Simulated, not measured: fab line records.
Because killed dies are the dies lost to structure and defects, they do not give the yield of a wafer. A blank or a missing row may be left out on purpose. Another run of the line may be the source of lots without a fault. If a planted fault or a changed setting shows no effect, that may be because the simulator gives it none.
Matching of chambers | flow nandHarc | NHARC_A_CHANNEL_FILL_D1_ALD_25 on aldHk-03 has 4 sister chambers
The step deposits SiOx, target thk 60 nm, pulse time 10 s, ald cycles 600. 16 wafers are shown with their chamber, then 8 later ones without.

WAFERS, EACH WITH ITS CHAMBER
wafer  | chamber | heaterPowerW (W) | precursorPulseHeightRel
L336.2 | 0       | 426              | 0.996
L336.1 | 2       | 544              | 0.985
L336.5 | 0       | 418              | 0.983
L337.1 | 3       | 567              | 0.990
L337.2 | 1       | 485              | 0.993
L337.3 | 2       | 549              | 1.003
L339.2 | 0       | 426              | 1.038
L339.5 | 2       | 530              | 0.975
L339.6 | 1       | 490              | 1.023
L347.3 | 0       | 431              | 1.020
L347.4 | 2       | 559              | 1.021
L347.6 | 0       | 416              | 0.959
L348.1 | 2       | 560              | 0.988
L348.3 | 0       | 419              | 1.002
L348.4 | 1       | 482              | 1.005
L350.3 | 3       | 584              | 1.005

SIGNATURES (averages over the wafers above)
reading                 | chamber 0 | chamber 1 | chamber 2 | chamber 3 | scatter within a chamber
heaterPowerW            | 422.67    | 485.67    | 548.40    | 575.50    | 8.91
precursorPulseHeightRel | 0.99967   | 1.00700   | 0.99440   | 0.99750   | 0.0218
Rule: distance of a wafer from a chamber = root of the sum over the readings of ((wafer's reading minus chamber's mean) / reading's scatter) squared. If the next closest chamber is less than 2 further off than the closest, the wafer can't be placed; otherwise it belongs to the closest. The scatter: take each reading less its chamber's mean, square it, sum over the shown wafers, divide by the number of wafers less the number of chambers, and take the root.

WAFERS WITHOUT THEIR CHAMBER
wafer  | heaterPowerW (W) | precursorPulseHeightRel
L350.1 | 541              | 1.013
L350.4 | 497              | 1.023
L354.1 | 563              | 1.022
L354.4 | 438              | 1.000
L354.6 | 585              | 1.023
L357.2 | 460              | 1.019
L357.3 | 577              | 1.000
L357.4 | 428              | 1.001

WHICH CHAMBER EACH ONE RAN IN
wafer  | from the rows above     | in truth
L350.1 | 2                       | 2
L350.4 | 1                       | 1
L354.1 | can't be placed: 3 or 2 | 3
L354.4 | 0                       | 0
L354.6 | 3                       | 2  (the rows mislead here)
L357.2 | can't be placed: 1 or 0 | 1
L357.3 | 3                       | 3
L357.4 | 0                       | 0
Correct placement for 5 of the 8. Unplaceable from these rows: 2, with the true chamber sitting among the candidates in 2. Placed wrongly: 1.
